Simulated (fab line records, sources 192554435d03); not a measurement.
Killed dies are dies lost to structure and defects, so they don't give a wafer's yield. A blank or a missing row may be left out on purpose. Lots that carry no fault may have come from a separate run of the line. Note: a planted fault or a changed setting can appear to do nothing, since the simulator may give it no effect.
Which tool was responsible? | flow n5Finfet | Sampling: 10 lots, 27 wafers, 6 of 1938 route steps

WHAT THE GAUGES SHOWED, per wafer
N5_BEOL_M4_THK_MEAS_53: measures by xrf. Usual: M4_THK gives 39.2 nm (standard deviation 1.1).
lot  | measured     | on           | M4_THK (nm)    | flag
L220 | day 7 22:05  | filmMetro-01 | 40.2 40.1 38.9 | 
L224 | day 8 20:41  | filmMetro-02 | 38.6 39.8 38.2 | 
L225 | day 9 01:19  | filmMetro-01 | 39.8 39.6 39.2 | 
L228 | day 9 10:36  | filmMetro-02 | 38.1 38.7 38.0 | 
L230 | day 10 09:33 | filmMetro-01 | 39.5 37.9 37.8 | 
L234 | day 11 03:34 | filmMetro-02 | 38.2 37.6 37.8 | 
L236 | day 11 15:15 | filmMetro-02 | 40.1 40.6      | 
L237 | day 11 17:41 | filmMetro-01 | 40.6 39.3      | 
L239 | day 12 12:28 | filmMetro-02 | 40.5 39.4      | 
L243 | day 14 02:25 | filmMetro-02 | 39.4 42.1 39.4 | 

N5_BEOL_M4_RS_MEAS_58: measurement is done with a four-point probe. Usual: M4_RS gives 0.673 ohm/sq (standard deviation 0.023).
lot  | measured     | on           | M4_RS (ohm/sq)    | flag
L220 | day 7 22:24  | filmMetro-01 | 0.651 0.648 0.672 | 
L224 | day 8 20:57  | filmMetro-02 | 0.690 0.657 0.699 | 
L225 | day 9 01:34  | filmMetro-02 | 0.670 0.668 0.680 | 
L228 | day 9 10:52  | filmMetro-02 | 0.696 0.681 0.700 | 
L230 | day 10 09:49 | filmMetro-02 | 0.664 0.702 0.706 | 
L234 | day 11 03:51 | filmMetro-02 | 0.700 0.708 0.701 | 
L236 | day 11 15:31 | filmMetro-01 | 0.660 0.650       | 
L237 | day 11 17:56 | filmMetro-02 | 0.636 0.668       | 
L239 | day 12 12:44 | filmMetro-02 | 0.646 0.668       | 
L243 | day 14 02:41 | filmMetro-01 | 0.675 0.622 0.671 | 

N5_BEOL_M4_RC_MEAS_101. Usual: DIBL_N 36.4 mV/V, standard deviation 1.2; DIBL_P 36.1 mV/V, standard deviation 1.6; IOFF_N 0.156 nA/um, standard deviation 0.024; IOFF_P 0.21 nA/um, standard deviation 0.031; ION_N 674 uA/um, standard deviation 11; ION_P 463 uA/um, standard deviation 6.9; SS_N 71.5 mV/dec, standard deviation 0.5; SS_P 73.2 mV/dec, standard deviation 0.55; VT_N 250.0 mV, standard deviation 2.9; VT_P -250 mV, standard deviation 3.6.
lot  | measured     | on        | DIBL_N (mV/V)  | DIBL_P (mV/V)  | IOFF_N (nA/um)    | IOFF_P (nA/um) | ION_N (uA/um) | ION_P (uA/um) | SS_N (mV/dec)  | SS_P (mV/dec)  | VT_N (mV)         | VT_P (mV)      | flag
L220 | day 7 22:36  | prober-02 | 37.7 35.5 36.2 | 38.4 36.8 37.6 | 0.178 0.155 0.157 | 0.22 0.20 0.20 | 671 675 679   | 462 464 464   | 72.2 71.2 70.8 | 73.5 72.9 72.7 | 250.2 251.4 250.2 | -250 -251 -252 | 
L224 | day 8 21:00  | prober-02 | 37.3 35.2 36.6 | 39.6 37.1 38.4 | 0.204 0.160 0.183 | 0.26 0.22 0.24 | 698 669 676   | 473 459 461   | 72.3 71.4 71.8 | 73.9 73.7 73.5 | 245.0 249.5 247.5 | -250 -248 -250 | 
L225 | day 9 01:47  | prober-01 | 35.2 35.9 35.2 | 34.7 36.4 34.3 | 0.133 0.144 0.134 | 0.20 0.22 0.20 | 668 671 665   | 468 468 461   | 71.4 72.3 71.2 | 73.0 73.8 72.9 | 250.7 251.6 253.1 | -249 -246 -250 | 
L228 | day 9 11:13  | prober-02 | 38.4 37.3 37.4 | 38.1 38.3 37.4 | 0.182 0.173 0.163 | 0.22 0.21 0.19 | 684 677 683   | 467 461 466   | 71.4 72.0 71.9 | 73.2 72.5 73.1 | 248.8 247.9 249.7 | -250 -248 -249 | 
L230 | day 10 10:08 | prober-02 | 36.3 36.3 36.1 | 35.8 35.8 35.7 | 0.159 0.161 0.152 | 0.21 0.21 0.21 | 687 685 668   | 467 472 458   | 71.9 71.1 70.8 | 73.7 74.1 73.5 | 249.2 248.0 249.3 | -251 -251 -250 | 
L234 | day 11 03:54 | prober-02 | 36.6 35.8 34.6 | 35.0 34.9 33.3 | 0.154 0.151 0.127 | 0.19 0.18 0.17 | 681 684 665   | 463 460 452   | 71.8 71.6 71.5 | 73.3 73.0 73.3 | 252.5 249.4 253.1 | -252 -254 -257 | 
L236 | day 11 16:11 | prober-01 | 37.2 35.9      | 35.6 34.3      | 0.152 0.130       | 0.19 0.17      | 670 664       | 458 460       | 71.5 71.3      | 73.2 73.3      | 250.9 251.3       | -251 -252      | 
L237 | day 11 18:27 | prober-01 | 35.9 36.2      | 35.4 35.9      | 0.143 0.145       | 0.21 0.21      | 668 669       | 461 466       | 71.3 71.4      | 72.7 72.7      | 248.5 249.6       | -250 -248      | 
L239 | day 12 12:56 | prober-01 | 37.7 36.4      | 36.7 34.8      | 0.175 0.149       | 0.25 0.22      | 679 661       | 467 463       | 71.8 71.0      | 73.3 73.3      | 247.2 250.1       | -247 -248      | 
L243 | day 14 02:44 | prober-01 | 35.8 35.0 35.1 | 35.8 34.4 34.8 | 0.156 0.141 0.140 | 0.19 0.17 0.17 | 678 674 681   | 464 452 464   | 71.4 72.0 71.5 | 73.8 73.3 72.8 | 248.1 251.6 248.5 | -253 -255 -254 | 

TOOL THAT RAN EACH LOT (tool first, then ch and the chambers of the sampled wafers, then the start)
lot  | N5_BEOL_M4_PECVD_72           | N5_BEOL_M4_CMP_52             | N5_BEOL_M4_PRE_CLEAN_60
L220 | pecvd-04 ch 1,2, day 7 07:32  | cmp-02 ch 0,2, day 7 21:49    | cvdCo-02 ch 1,2, day 7 22:07
L224 | pecvd-02 ch 0,1, day 8 11:01  | cmp-01 ch 2,3, day 8 20:26    | cvdCo-01 ch 0,1,2, day 8 20:44
L225 | pecvd-03 ch 0,2, day 8 15:26  | cmp-04 ch 1,2,3, day 9 01:04  | cvdCo-02 ch 0,2, day 9 01:21
L228 | pecvd-03 ch 1,2, day 9 02:59  | cmp-02 ch 0,1, day 9 10:20    | cvdCo-01 ch 1,2, day 9 10:38
L230 | pecvd-02 ch 0,2, day 10 02:57 | cmp-04 ch 0,1,3, day 10 09:22 | cvdCo-01 ch 0,2, day 10 09:35
L234 | pecvd-04 ch 0,1, day 10 16:16 | cmp-01 ch 0,1,3, day 11 03:16 | cvdCo-01 ch 0,1,2, day 11 03:36
L236 | pecvd-03 ch 0,2, day 11 07:59 | cmp-02 ch 1,2, day 11 15:07   | cvdCo-01 ch 0,2, day 11 15:19
L237 | pecvd-03 ch 1,2, day 11 08:11 | cmp-01 ch 1,2, day 11 17:28   | cvdCo-01 ch 0,2, day 11 17:44
L239 | pecvd-03 ch 2, day 12 04:25   | cmp-02 ch 0,1, day 12 12:10   | cvdCo-01 ch 1,2, day 12 12:31
L243 | pecvd-02 ch 1,2, day 13 15:02 | cmp-04 ch 1,3, day 14 02:08   | cvdCo-02 ch 0,1, day 14 02:28
- N5_BEOL_M4_PECVD_72: deposits SiO2 from TEOS/O2, target thk 16 nm, time 18 s.
- N5_BEOL_M4_CMP_52: polishes, stops on SiOC, t overpolish 6.8 s, target thk 40 nm.
- N5_BEOL_M4_PRE_CLEAN_60: time 15 s.

WHAT THE TOOLS THEMSELVES READ (means of the sampled wafers that have a number; where no wafer has one, the mark that the record gives instead)
N5_BEOL_M4_PECVD_72. Usual: heaterPowerW 701 W, standard deviation 80; showerheadPlenumPTorr 8.81 Torr, standard deviation 0.051; throttleValvePct 22.7 %, standard deviation 0.95.
lot  | tool     | heaterPowerW (W) | showerheadPlenumPTorr (Torr) | throttleValvePct (%) | flag
L220 | pecvd-04 | 800              | 8.72                         | 22.5                 | 
L224 | pecvd-02 | 707              | 8.85                         | 21.9                 | 
L225 | pecvd-03 | 633              | 8.84                         | 23.9                 | 
L228 | pecvd-03 | 678              | 8.84                         | 22.1                 | 
L230 | pecvd-02 | 734              | 8.82                         | 22.3                 | 
L234 | pecvd-04 | 715              | 8.76                         | 23.0                 | 
L236 | pecvd-03 | 608              | 8.83                         | 23.7                 | 
L237 | pecvd-03 | 694              | 8.84                         | 22.2                 | 
L239 | pecvd-03 | 620              | 8.86                         | 22.4                 | 
L243 | pecvd-02 | 724              | 8.83                         | 21.8                 | 

N5_BEOL_M4_CMP_52. Usual: barrierFieldEndpointS 24.3 s, standard deviation 0.6; clearingPlatenDownForcePsi 1.4996 psi, standard deviation 0.0027; edgeZonePressureFrac 1.001, standard deviation 0.0054; motorCurrentA 6.3 A, standard deviation 0.37; slurryFlowMlMin 149.9, standard deviation 0.49.
lot  | tool   | barrierFieldEndpointS (s) | clearingPlatenDownForcePsi (psi) | edgeZonePressureFrac | motorCurrentA (A) | slurryFlowMlMin | flag
L220 | cmp-02 | 24.4                      | 1.5004                           | 1.000                | 6.9               | 149.3           | 
L224 | cmp-01 | 24.6                      | 1.4986                           | 1.001                | 6.2               | 149.7           | 
L225 | cmp-04 | 23.8                      | 1.5012                           | 1.003                | 6.1               | 149.8           | 
L228 | cmp-02 | 23.4                      | 1.5014                           | 1.008                | 6.5               | 149.9           | 
L230 | cmp-04 | 23.9                      | 1.4981                           | 0.998                | 6.1               | 150.0           | 
L234 | cmp-01 | 23.7                      | 1.4999                           | 1.000                | 6.5               | 149.7           | 
L236 | cmp-02 | 27.3                      | 1.4966                           | 1.002                | 6.3               | 150.4           | OFF
L237 | cmp-01 | 27.5                      | 1.5024                           | 1.000                | 6.2               | 150.1           | OFF
L239 | cmp-02 | 26.8                      | 1.5017                           | 1.006                | 6.8               | 149.8           | OFF
L243 | cmp-04 | 24.7                      | 1.5002                           | 0.994                | 6.0               | 149.5           | 

N5_BEOL_M4_PRE_CLEAN_60. Usual: heaterPowerW reads 71 W (standard deviation 14).
lot  | tool     | heaterPowerW (W) | flag
L220 | cvdCo-02 | 62               | 
L224 | cvdCo-01 | 82               | 
L225 | cvdCo-02 | 59               | 
L228 | cvdCo-01 | 72               | 
L230 | cvdCo-01 | 75               | 
L234 | cvdCo-01 | 83               | 
L236 | cvdCo-01 | 81               | 
L237 | cvdCo-01 | 80               | 
L239 | cvdCo-01 | 76               | 
L243 | cvdCo-02 | 65               | 

THE ANSWER, worked out from the rows above alone
Rule: a lot counts as off when the mean over its wafers that have a number is more than 3 standard deviations away from the usual mean. A lot without any number at a reading at which 4 lots or more have one is off too. All remaining lots with rows at the step are treated as sound. Order of review: gauges by route order, followed by the tools' own readings, for which a lot's mean as printed above is used. The first step at which some lot is off is used, and at that step the reading that is off furthest; a lot without a number counts as furthest.
Off: L236, L237, L239, at N5_BEOL_M4_CMP_52 (barrierFieldEndpointS).
A tool fits if, at that step or a process step before it, it ran every lot that is off, and no sound lot after the first of them. One fits: pecvd-03 at N5_BEOL_M4_PECVD_72. Its last sound lot is L228 (day 9 02:59), its first lot that is off L236 (day 11 07:59): a fault that began between those two fits.

WHAT THE SIMULATOR PUT IN
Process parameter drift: pecvd-03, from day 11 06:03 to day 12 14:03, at N5_BEOL_M4_PECVD_72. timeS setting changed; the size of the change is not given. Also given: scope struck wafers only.
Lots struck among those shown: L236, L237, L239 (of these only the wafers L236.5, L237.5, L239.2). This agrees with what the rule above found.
